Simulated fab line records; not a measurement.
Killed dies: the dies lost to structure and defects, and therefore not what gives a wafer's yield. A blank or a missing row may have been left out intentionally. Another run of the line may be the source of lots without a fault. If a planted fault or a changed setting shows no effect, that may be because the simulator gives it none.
Split-lot study | flow n5Finfet | route with 1938 steps; 7 lots, 21 wafers read

SPLIT DETAILS
At N5_SD_EPI_P_COAT_34 (time 60 s, resist thk 350 nm), the setting spinRpm was moved away from the recipe's 1500 rpm on 9 of the 21 wafers read, by -10.5% to +8.3%. For the rest of the wafers, this setting stayed at what the recipe calls for.

Reading taken at the split's own step.

THE READING
SOC_of_SD_EPI_P_COAT_34.thkNm (the simulator's own value, which no gauge read), in nm, at N5_SD_EPI_P_COAT_34 (time 60 s, resist thk 350 nm). There is no usual value for it anywhere in the file. Average 349.9 nm, standard deviation 0.57 nm, over the 12 wafers here run with the recipe.

wafer  | tool, chamber at the split | spinRpm as run, rpm | against the recipe | SOC_of_SD_EPI_P_COAT_34.thkNm, nm | against lot-mates on the recipe
L077.2 | lithoTrack-05, 0           | 1500                | recipe             | 350                               | -
L077.5 | lithoTrack-05, 0           | 1500                | recipe             | 350                               | -
L077.4 | lithoTrack-05, 0           | 1439                | -4.1%              | 357.6                             | +7.6
L079.1 | lithoTrack-03, 0           | 1500                | recipe             | 349                               | -
L079.5 | lithoTrack-03, 0           | 1357                | -9.5%              | 367.2                             | +17.9
L079.6 | lithoTrack-03, 0           | 1500                | recipe             | 349.6                             | -
L082.1 | lithoTrack-02, 0           | 1500                | recipe             | 350.2                             | -
L082.2 | lithoTrack-02, 0           | 1500                | recipe             | 349                               | -
L082.5 | lithoTrack-02, 0           | 1500                | recipe             | 349.4                             | -
L085.1 | lithoTrack-03, 0           | 1343                | -10.5%             | 371.4                             | +20.7
L085.5 | lithoTrack-03, 0           | 1500                | recipe             | 350.6                             | -
L085.6 | lithoTrack-03, 0           | 1500                | recipe             | 350.8                             | -
L089.1 | lithoTrack-03, 0           | 1500                | recipe             | 349.6                             | -
L089.2 | lithoTrack-03, 0           | 1595                | +6.3%              | 339                               | -10.6
L089.6 | lithoTrack-03, 0           | 1595                | +6.3%              | 339                               | -10.6
L093.4 | lithoTrack-02, 0           | 1500                | recipe             | 350.6                             | -
L093.5 | lithoTrack-02, 0           | 1625                | +8.3%              | 335.4                             | -15.2
L093.6 | lithoTrack-02, 0           | 1625                | +8.3%              | 336.2                             | -14.4
L095.1 | lithoTrack-03, 0           | 1614                | +7.6%              | 336.2                             | -13.8
L095.2 | lithoTrack-03, 0           | 1614                | +7.6%              | 337                               | -13.0
L095.4 | lithoTrack-03, 0           | 1500                | recipe             | 350                               | -

FIT RESULTS
A straight line over all 21 wafers: SOC_of_SD_EPI_P_COAT_34.thkNm changes by -1.82 nm for each +1% of spinRpm; r = -1.00; the points scatter about the line by 0.79 nm.
The same after taking each lot's own level away (the mean of its wafers on the recipe; 21 wafers): -1.83 nm for each +1%; r = -1.00; scatter 0.53 nm.
The reading moves by 19 nm for the largest change in spinRpm, on that fit.
Measured against the standard deviation above, the lots' own levels, which go from 349.30 to 350.70 nm, span 2.4 times it.
The two slopes agree, so the slope changes little with the lot-to-lot level.
Check: +18.9 nm against its lot-mates is what the line predicts for one of the wafers moved furthest among these (-10.5%) when that wafer is left out of the fit. Against them it came out at +20.7 nm.

THESE WAFERS: OTHER SPLITS
These wafers also went through other splits before the reading. Each is held against what the fit with the lots' levels taken away leaves over:
other split on the same wafers        | wafers away from the commonest value | r with SOC_of_SD_EPI_P_COAT_34.thkNm (lot level and that fit taken away)
N5_ZERO_LAYER_COAT_05 spinRpm         | 9                                    | +0.02
N5_ZERO_LAYER_DEVELOP_10 developTimeS | 8                                    | -0.14
N5_FIN_SAQP_EXPOSE_13 doseMj          | 5                                    | +0.19
N5_FIN_SAQP_PEB_14 pebTimeS           | 9                                    | +0.28
N5_DUMMY_GATE_HM_DEP_06 timeS         | 9                                    | +0.21
N5_SD_EPI_N_EPI_21 timeS              | 6                                    | +0.19

FILE'S OWN FIT
SOC_of_SD_EPI_P_COAT_34.thkNm changes by -1.85 nm for each +1% of spinRpm, r = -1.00.
